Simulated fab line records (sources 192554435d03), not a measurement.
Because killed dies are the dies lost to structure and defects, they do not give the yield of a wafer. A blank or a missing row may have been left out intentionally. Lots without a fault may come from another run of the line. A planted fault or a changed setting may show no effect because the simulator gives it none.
Which tool was responsible? :: flow n5_finfet :: 24 wafers from 8 lots sampled at 5 of the route's 1938 steps

== WHAT EACH GAUGE READ, for each wafer ==
N5_BEOL_M4_RC_MEAS_101. Usual: DIBL_N 36.5 mV/V, standard deviation 1.8; DIBL_P 36.5 mV/V, standard deviation 2.1; IOFF_N 0.17 nA/um, standard deviation 0.031; IOFF_P 0.22 nA/um, standard deviation 0.036; ION_N 677 uA/um, standard deviation 11; ION_P 463 uA/um, standard deviation 8; SS_N 71.6 mV/dec, standard deviation 0.61; SS_P 73.3 mV/dec, standard deviation 0.63; VT_N 249 mV, standard deviation 3.1; VT_P -250 mV, standard deviation 3.3.
lot: L704
measured: day 8 12:54
on: prober-01
DIBL_N (mV/V): 34.9 37.1 34.9
DIBL_P (mV/V): 36.3 39.6 36.8
IOFF_N (nA/um): 0.16 0.19 0.16
IOFF_P (nA/um): 0.17 0.23 0.18
ION_N (uA/um): 684 679 673
ION_P (uA/um): 455 464 457
SS_N (mV/dec): 71.6 71.9 71.8
SS_P (mV/dec): 73.8 74.0 72.7
VT_N (mV): 249 246 249
VT_P (mV): -252 -251 -255
flag: 

lot: L706
measured: day 8 21:28
on: prober-01
DIBL_N (mV/V): 37.0 38.6 36.6
DIBL_P (mV/V): 36.2 39.5 36.2
IOFF_N (nA/um): 0.16 0.19 0.15
IOFF_P (nA/um): 0.20 0.25 0.20
ION_N (uA/um): 671 691 676
ION_P (uA/um): 458 474 469
SS_N (mV/dec): 71.6 71.3 70.8
SS_P (mV/dec): 73.5 74.3 73.4
VT_N (mV): 247 247 249
VT_P (mV): -251 -247 -248
flag: 

lot: L709
measured: day 9 19:58
on: prober-01
DIBL_N (mV/V): 36.8 33.8 35.6
DIBL_P (mV/V): 35.8 32.8 34.7
IOFF_N (nA/um): 0.16 0.12 0.15
IOFF_P (nA/um): 0.21 0.16 0.19
ION_N (uA/um): 675 673 670
ION_P (uA/um): 460 459 461
SS_N (mV/dec): 71.4 71.0 71.0
SS_P (mV/dec): 73.3 72.4 72.5
VT_N (mV): 248 251 249
VT_P (mV): -249 -254 -248
flag: 

lot: L711
measured: day 10 03:55
on: prober-01
DIBL_N (mV/V): 35.8 34.3 36.0
DIBL_P (mV/V): 36.4 34.1 36.2
IOFF_N (nA/um): 0.17 0.15 0.17
IOFF_P (nA/um): 0.23 0.21 0.24
ION_N (uA/um): 672 671 672
ION_P (uA/um): 466 465 467
SS_N (mV/dec): 71.5 70.8 71.8
SS_P (mV/dec): 73.6 72.8 74.1
VT_N (mV): 248 246 248
VT_P (mV): -248 -248 -245
flag: 

lot: L713
measured: day 11 03:36
on: prober-02
DIBL_N (mV/V): 35.7 35.7 38.2
DIBL_P (mV/V): 35.2 35.7 37.1
IOFF_N (nA/um): 0.16 0.16 0.19
IOFF_P (nA/um): 0.19 0.20 0.22
ION_N (uA/um): 669 676 681
ION_P (uA/um): 458 461 461
SS_N (mV/dec): 71.8 71.6 71.7
SS_P (mV/dec): 72.9 73.1 73.4
VT_N (mV): 249 248 249
VT_P (mV): -252 -251 -252
flag: 

lot: L715
measured: day 11 07:36
on: prober-02
DIBL_N (mV/V): 38.1 38.4 34.5
DIBL_P (mV/V): 37.8 38.9 34.7
IOFF_N (nA/um): 0.17 0.19 0.12
IOFF_P (nA/um): 0.20 0.23 0.16
ION_N (uA/um): 675 684 672
ION_P (uA/um): 452 464 462
SS_N (mV/dec): 72.2 72.9 71.4
SS_P (mV/dec): 73.4 74.0 73.6
VT_N (mV): 251 248 252
VT_P (mV): -251 -251 -255
flag: 

lot: L719
measured: day 12 10:10
on: prober-01
DIBL_N (mV/V): 33.8 37.1 35.9
DIBL_P (mV/V): 31.6 35.1 33.6
IOFF_N (nA/um): 0.12 0.19 0.17
IOFF_P (nA/um): 0.16 0.22 0.19
ION_N (uA/um): 667 681 668
ION_P (uA/um): 455 460 455
SS_N (mV/dec): 70.6 71.2 71.5
SS_P (mV/dec): 71.7 73.0 73.0
VT_N (mV): 252 245 247
VT_P (mV): -252 -246 -251
flag: 

lot: L725
measured: day 14 23:12
on: prober-01
DIBL_N (mV/V): 37.0 40.1 38.5
DIBL_P (mV/V): 35.4 39.8 38.1
IOFF_N (nA/um): 0.15 0.20 0.18
IOFF_P (nA/um): 0.20 0.28 0.25
ION_N (uA/um): 662 673 667
ION_P (uA/um): 456 465 461
SS_N (mV/dec): 72.7 72.6 71.9
SS_P (mV/dec): 72.6 74.4 73.8
VT_N (mV): 253 251 248
VT_P (mV): -251 -245 -247
flag: 

== WHAT TOOL EACH LOT RAN ON (gives the tool, then ch and the chambers of the sampled wafers, and finally the start) ==
lot: L704
N5_BEOL_M4_HM_OPEN_17: rie_metal-01 ch 0,1, day 8 04:26
N5_BEOL_M4_ETCHBACK_99: rie_diel-03 ch 1,3, day 8 08:15
N5_BEOL_M4_ETCH_70: rie_diel-03 ch 1,3, day 8 08:17
N5_BEOL_M4_ETCH_41: rie_diel-03 ch 1,3, day 8 12:54 or earlier

lot: L706
N5_BEOL_M4_HM_OPEN_17: rie_metal-01 ch 0,1, day 8 14:28
N5_BEOL_M4_ETCHBACK_99: rie_diel-05 ch 1,2, day 8 16:17
N5_BEOL_M4_ETCH_70: rie_diel-05 ch 1,2, day 8 16:19
N5_BEOL_M4_ETCH_41: rie_diel-05 ch 1,2, day 8 21:28 or earlier

lot: L709
N5_BEOL_M4_HM_OPEN_17: rie_metal-03 ch 0,1, day 9 12:45
N5_BEOL_M4_ETCHBACK_99: rie_diel-03 ch 0,2, day 9 15:12
N5_BEOL_M4_ETCH_70: rie_diel-03 ch 0,2, day 9 15:14
N5_BEOL_M4_ETCH_41: rie_diel-03 ch 0,2, day 9 19:58 or earlier

lot: L711
N5_BEOL_M4_HM_OPEN_17: rie_metal-03 ch 0, day 9 18:09
N5_BEOL_M4_ETCHBACK_99: rie_diel-05 ch 0,1,3, day 9 23:23
N5_BEOL_M4_ETCH_70: rie_diel-05 ch 0,1,3, day 9 23:25
N5_BEOL_M4_ETCH_41: rie_diel-05 ch 0,1,3, day 10 03:55 or earlier

lot: L713
N5_BEOL_M4_HM_OPEN_17: rie_metal-02 ch 0, day 10 10:39
N5_BEOL_M4_ETCHBACK_99: rie_diel-05 ch 0,2, day 10 22:59
N5_BEOL_M4_ETCH_70: rie_diel-05 ch 0,2, day 10 23:02
N5_BEOL_M4_ETCH_41: rie_diel-05 ch 0,2, day 11 03:36 or earlier

lot: L715
N5_BEOL_M4_HM_OPEN_17: rie_metal-01 ch 0,1, day 11 01:13
N5_BEOL_M4_ETCHBACK_99: rie_diel-03 ch 0,2,3, day 11 02:37
N5_BEOL_M4_ETCH_70: rie_diel-03 ch 0,2,3, day 11 02:40
N5_BEOL_M4_ETCH_41: rie_diel-03 ch 0,2,3, day 11 07:36 or earlier

lot: L719
N5_BEOL_M4_HM_OPEN_17: rie_metal-03 ch 1, day 11 23:50
N5_BEOL_M4_ETCHBACK_99: rie_diel-03 ch 1,3, day 12 05:01
N5_BEOL_M4_ETCH_70: rie_diel-03 ch 1,3, day 12 05:03
N5_BEOL_M4_ETCH_41: rie_diel-03 ch 1,3, day 12 10:10 or earlier

lot: L725
N5_BEOL_M4_HM_OPEN_17: rie_metal-03 ch 0, day 13 17:51
N5_BEOL_M4_ETCHBACK_99: rie_diel-04 ch 0,2, day 14 18:45
N5_BEOL_M4_ETCH_70: rie_diel-04 ch 0,2, day 14 18:47
N5_BEOL_M4_ETCH_41: rie_diel-04 ch 0,2, day 14 23:12 or earlier
- N5_BEOL_M4_HM_OPEN_17: chemistry Cl2/BCl3, target TiN, target depth 20 nm, overetch 6 nm.
- N5_BEOL_M4_ETCHBACK_99: etches SiO2 in CHF3, target depth 5 nm, time 10.4 s.
- N5_BEOL_M4_ETCH_70: etches SOC in N2/H2, target depth 80 nm, overetch 24 nm, time 130 s.
- N5_BEOL_M4_ETCH_41: etches SiCN in CH3F/O2, target depth 29.9 nm, time 52.5 s.

== AS READ BY THE TOOLS THEMSELVES (means over the sampled wafers that have a number; for cases with no such wafer, the mark the record gives instead) ==
N5_BEOL_M4_HM_OPEN_17. Usual: chamber_pressure_mTorr 10.001 mTorr, standard deviation 0.0091; drypump_motor_current_A 5.4 A, standard deviation 0.36; oes_product_au 0.69 a.u., standard deviation 0.08; throttle_valve_pct 22.2 %, standard deviation 0.38.
lot: L704
tool: rie_metal-01
chamber_pressure_mTorr (mTorr): 10.006
drypump_motor_current_A (A): 5.1
oes_product_au (a.u.): 0.60
throttle_valve_pct (%): 21.9
flag: 

lot: L706
tool: rie_metal-01
chamber_pressure_mTorr (mTorr): 10.010
drypump_motor_current_A (A): 5.0
oes_product_au (a.u.): 0.60
throttle_valve_pct (%): 21.9
flag: 

lot: L709
tool: rie_metal-03
chamber_pressure_mTorr (mTorr): 9.998
drypump_motor_current_A (A): 5.4
oes_product_au (a.u.): 0.68
throttle_valve_pct (%): 22.4
flag: 

lot: L711
tool: rie_metal-03
chamber_pressure_mTorr (mTorr): 10.005
drypump_motor_current_A (A): 5.6
oes_product_au (a.u.): 0.76
throttle_valve_pct (%): 22.6
flag: 

lot: L713
tool: rie_metal-02
chamber_pressure_mTorr (mTorr): 10.000
drypump_motor_current_A (A): 6.0
oes_product_au (a.u.): 0.77
throttle_valve_pct (%): 21.6
flag: 

lot: L715
tool: rie_metal-01
chamber_pressure_mTorr (mTorr): 10.000
drypump_motor_current_A (A): 5.1
oes_product_au (a.u.): 0.75
throttle_valve_pct (%): 22.1
flag: 

lot: L719
tool: rie_metal-03
chamber_pressure_mTorr (mTorr): 9.996
drypump_motor_current_A (A): 5.3
oes_product_au (a.u.): 0.62
throttle_valve_pct (%): 22.3
flag: 

lot: L725
tool: rie_metal-03
chamber_pressure_mTorr (mTorr): 10.007
drypump_motor_current_A (A): 5.6
oes_product_au (a.u.): 0.72
throttle_valve_pct (%): 22.6
flag: 

N5_BEOL_M4_ETCHBACK_99. Usual: CHF3_flow_sccm 12.00 sccm, standard deviation 0.036; chamber_pressure_mTorr 30.00 mTorr, standard deviation 0.03; drypump_motor_current_A 5.8 A, standard deviation 0.39; oes_product_au 0.79 a.u., standard deviation 0.094; rf_vpp_V 242 V, standard deviation 5.2; showerhead_plenum_p_Torr 2.16 Torr, standard deviation 0.086; throttle_valve_pct 16.99 %, standard deviation 0.18.
lot: L704
tool: rie_diel-03
CHF3_flow_sccm (sccm): 11.96
chamber_pressure_mTorr (mTorr): 29.98
drypump_motor_current_A (A): 5.7
oes_product_au (a.u.): 0.89
rf_vpp_V (V): 240
showerhead_plenum_p_Torr (Torr): 2.15
throttle_valve_pct (%): 16.96
flag: 

lot: L706
tool: rie_diel-05
CHF3_flow_sccm (sccm): 12.02
chamber_pressure_mTorr (mTorr): 29.99
drypump_motor_current_A (A): 5.3
oes_product_au (a.u.): 0.82
rf_vpp_V (V): 240
showerhead_plenum_p_Torr (Torr): 2.22
throttle_valve_pct (%): 16.83
flag: 

lot: L709
tool: rie_diel-03
CHF3_flow_sccm (sccm): 12.05
chamber_pressure_mTorr (mTorr): 30.02
drypump_motor_current_A (A): 5.8
oes_product_au (a.u.): 0.68
rf_vpp_V (V): 239
showerhead_plenum_p_Torr (Torr): 2.10
throttle_valve_pct (%): 16.99
flag: 

lot: L711
tool: rie_diel-05
CHF3_flow_sccm (sccm): 12.06
chamber_pressure_mTorr (mTorr): 30.01
drypump_motor_current_A (A): 6.0
oes_product_au (a.u.): 0.72
rf_vpp_V (V): 243
showerhead_plenum_p_Torr (Torr): 2.13
throttle_valve_pct (%): 17.07
flag: 

lot: L713
tool: rie_diel-05
CHF3_flow_sccm (sccm): 12.00
chamber_pressure_mTorr (mTorr): 30.00
drypump_motor_current_A (A): 6.1
oes_product_au (a.u.): 0.82
rf_vpp_V (V): 242
showerhead_plenum_p_Torr (Torr): 2.27
throttle_valve_pct (%): 17.00
flag: 

lot: L715
tool: rie_diel-03
CHF3_flow_sccm (sccm): 12.04
chamber_pressure_mTorr (mTorr): 30.00
drypump_motor_current_A (A): 5.7
oes_product_au (a.u.): 0.84
rf_vpp_V (V): 237
showerhead_plenum_p_Torr (Torr): 2.20
throttle_valve_pct (%): 16.84
flag: 

lot: L719
tool: rie_diel-03
CHF3_flow_sccm (sccm): 12.02
chamber_pressure_mTorr (mTorr): 29.99
drypump_motor_current_A (A): 5.6
oes_product_au (a.u.): 0.86
rf_vpp_V (V): 235
showerhead_plenum_p_Torr (Torr): 2.12
throttle_valve_pct (%): 17.04
flag: 

lot: L725
tool: rie_diel-04
CHF3_flow_sccm (sccm): 12.02
chamber_pressure_mTorr (mTorr): 30.01
drypump_motor_current_A (A): 5.8
oes_product_au (a.u.): 0.75
rf_vpp_V (V): 243
showerhead_plenum_p_Torr (Torr): 2.09
throttle_valve_pct (%): 17.22
flag: 

N5_BEOL_M4_ETCH_70. Usual: bias_w 150.0 W, standard deviation 0.46; chamber_pressure_mTorr 30.000 mTorr, standard deviation 0.028; drypump_motor_current_A 5.8 A, standard deviation 0.39; n2_flow_sccm 200.1 sccm, standard deviation 0.6; oes_product_au 0.58 a.u., standard deviation 0.065; rf_vpp_V 524.1 V, standard deviation 2.8; showerhead_plenum_p_Torr 2.55 Torr, standard deviation 0.1; throttle_valve_pct 17.74 %, standard deviation 0.22.
lot: L704
tool: rie_diel-03
bias_w (W): 149.8
chamber_pressure_mTorr (mTorr): 30.034
drypump_motor_current_A (A): 5.7
n2_flow_sccm (sccm): 200.0
oes_product_au (a.u.): 0.66
rf_vpp_V (V): 524.5
showerhead_plenum_p_Torr (Torr): 2.56
throttle_valve_pct (%): 17.86
flag: 

lot: L706
tool: rie_diel-05
bias_w (W): 150.1
chamber_pressure_mTorr (mTorr): 30.004
drypump_motor_current_A (A): 5.3
n2_flow_sccm (sccm): 199.7
oes_product_au (a.u.): 0.62
rf_vpp_V (V): 525.3
showerhead_plenum_p_Torr (Torr): 2.62
throttle_valve_pct (%): 17.60
flag: 

lot: L709
tool: rie_diel-03
bias_w (W): 150.1
chamber_pressure_mTorr (mTorr): 30.012
drypump_motor_current_A (A): 5.8
n2_flow_sccm (sccm): 199.5
oes_product_au (a.u.): 0.51
rf_vpp_V (V): 521.5
showerhead_plenum_p_Torr (Torr): 2.46
throttle_valve_pct (%): 17.54
flag: 

lot: L711
tool: rie_diel-05
bias_w (W): 168.2
chamber_pressure_mTorr (mTorr): 29.996
drypump_motor_current_A (A): 6.0
n2_flow_sccm (sccm): 200.2
oes_product_au (a.u.): 0.53
rf_vpp_V (V): 560.6
showerhead_plenum_p_Torr (Torr): 2.53
throttle_valve_pct (%): 17.82
flag: OFF

lot: L713
tool: rie_diel-05
bias_w (W): 185.4
chamber_pressure_mTorr (mTorr): 29.999
drypump_motor_current_A (A): 6.1
n2_flow_sccm (sccm): 200.0
oes_product_au (a.u.): 0.60
rf_vpp_V (V): 601.7
showerhead_plenum_p_Torr (Torr): 2.69
throttle_valve_pct (%): 17.82
flag: OFF

lot: L715
tool: rie_diel-03
bias_w (W): 150.4
chamber_pressure_mTorr (mTorr): 30.017
drypump_motor_current_A (A): 5.7
n2_flow_sccm (sccm): 200.7
oes_product_au (a.u.): 0.63
rf_vpp_V (V): 525.7
showerhead_plenum_p_Torr (Torr): 2.59
throttle_valve_pct (%): 17.45
flag: 

lot: L719
tool: rie_diel-03
bias_w (W): 149.9
chamber_pressure_mTorr (mTorr): 29.994
drypump_motor_current_A (A): 5.6
n2_flow_sccm (sccm): 200.3
oes_product_au (a.u.): 0.63
rf_vpp_V (V): 523.4
showerhead_plenum_p_Torr (Torr): 2.50
throttle_valve_pct (%): 17.79
flag: 

lot: L725
tool: rie_diel-04
bias_w (W): 150.0
chamber_pressure_mTorr (mTorr): 30.010
drypump_motor_current_A (A): 5.8
n2_flow_sccm (sccm): 200.2
oes_product_au (a.u.): 0.55
rf_vpp_V (V): 522.3
showerhead_plenum_p_Torr (Torr): 2.46
throttle_valve_pct (%): 17.97
flag: 

N5_BEOL_M4_ETCH_41. Usual: bias_w is 74.96 W with standard deviation 0.21, chamber_pressure_mTorr is 30.00 mTorr with standard deviation 0.038, drypump_motor_current_A is 5.8 A with standard deviation 0.39, oes_product_au is 0.79 a.u. with standard deviation 0.093, rf_vpp_V is 297.3 V with standard deviation 1.8, showerhead_plenum_p_Torr is 2.01 Torr with standard deviation 0.08, and throttle_valve_pct is 16.25 % with standard deviation 0.19.
lot: L704
tool: rie_diel-03
bias_w (W): 75.05
chamber_pressure_mTorr (mTorr): 29.98
drypump_motor_current_A (A): 5.7
oes_product_au (a.u.): 0.88
rf_vpp_V (V): 297.7
showerhead_plenum_p_Torr (Torr): 2.00
throttle_valve_pct (%): 16.21
flag: 

lot: L706
tool: rie_diel-05
bias_w (W): 75.03
chamber_pressure_mTorr (mTorr): 29.85
drypump_motor_current_A (A): 5.3
oes_product_au (a.u.): 0.83
rf_vpp_V (V): 298.7
showerhead_plenum_p_Torr (Torr): 2.06
throttle_valve_pct (%): 16.06
flag: OFF

lot: L709
tool: rie_diel-03
bias_w (W): 75.10
chamber_pressure_mTorr (mTorr): 30.01
drypump_motor_current_A (A): 5.8
oes_product_au (a.u.): 0.68
rf_vpp_V (V): 296.0
showerhead_plenum_p_Torr (Torr): 1.95
throttle_valve_pct (%): 16.24
flag: 

lot: L711
tool: rie_diel-05
bias_w (W): 75.11
chamber_pressure_mTorr (mTorr): 30.00
drypump_motor_current_A (A): 6.0
oes_product_au (a.u.): 0.72
rf_vpp_V (V): 296.8
showerhead_plenum_p_Torr (Torr): 1.98
throttle_valve_pct (%): 16.34
flag: 

lot: L713
tool: rie_diel-05
bias_w (W): 75.12
chamber_pressure_mTorr (mTorr): 30.00
drypump_motor_current_A (A): 6.1
oes_product_au (a.u.): 0.81
rf_vpp_V (V): 300.1
showerhead_plenum_p_Torr (Torr): 2.10
throttle_valve_pct (%): 16.24
flag: 

lot: L715
tool: rie_diel-03
bias_w (W): 74.82
chamber_pressure_mTorr (mTorr): 30.00
drypump_motor_current_A (A): 5.7
oes_product_au (a.u.): 0.84
rf_vpp_V (V): 297.7
showerhead_plenum_p_Torr (Torr): 2.05
throttle_valve_pct (%): 16.09
flag: 

lot: L719
tool: rie_diel-03
bias_w (W): 75.10
chamber_pressure_mTorr (mTorr): 29.99
drypump_motor_current_A (A): 5.6
oes_product_au (a.u.): 0.84
rf_vpp_V (V): 296.5
showerhead_plenum_p_Torr (Torr): 1.97
throttle_valve_pct (%): 16.29
flag: 

lot: L725
tool: rie_diel-04
bias_w (W): 74.73
chamber_pressure_mTorr (mTorr): 30.00
drypump_motor_current_A (A): 5.8
oes_product_au (a.u.): 0.75
rf_vpp_V (V): 296.7
showerhead_plenum_p_Torr (Torr): 1.94
throttle_valve_pct (%): 16.46
flag: 

== THE ANSWER, worked out from the rows above alone ==
Rule: a lot counts as off when the mean over its wafers that have a number is more than 3 standard deviations away from the usual mean. Also off: a lot with no number at a reading for which 4 or more lots have one. All remaining lots with rows at the step are treated as sound. Order of review: gauges by route order, followed by the tools' own readings, for which a lot's mean as printed above is used. The first step at which some lot is off is used, and at that step the reading that is off furthest; a lot without a number counts as furthest.
Off: L711, L713, at N5_BEOL_M4_ETCH_70 (bias_w).
If a tool, at that step or one of the process steps before it, ran each lot that is off and ran no sound lot following the first of them, it fits. One fits: rie_diel-05 at N5_BEOL_M4_ETCHBACK_99 and N5_BEOL_M4_ETCH_70. At N5_BEOL_M4_ETCHBACK_99 its last sound lot is L706 (day 8 16:17), its first lot that is off L711 (day 9 23:23): a fault that began between those two fits.

== WHAT HAD BEEN PUT IN BY THE SIMULATOR ==
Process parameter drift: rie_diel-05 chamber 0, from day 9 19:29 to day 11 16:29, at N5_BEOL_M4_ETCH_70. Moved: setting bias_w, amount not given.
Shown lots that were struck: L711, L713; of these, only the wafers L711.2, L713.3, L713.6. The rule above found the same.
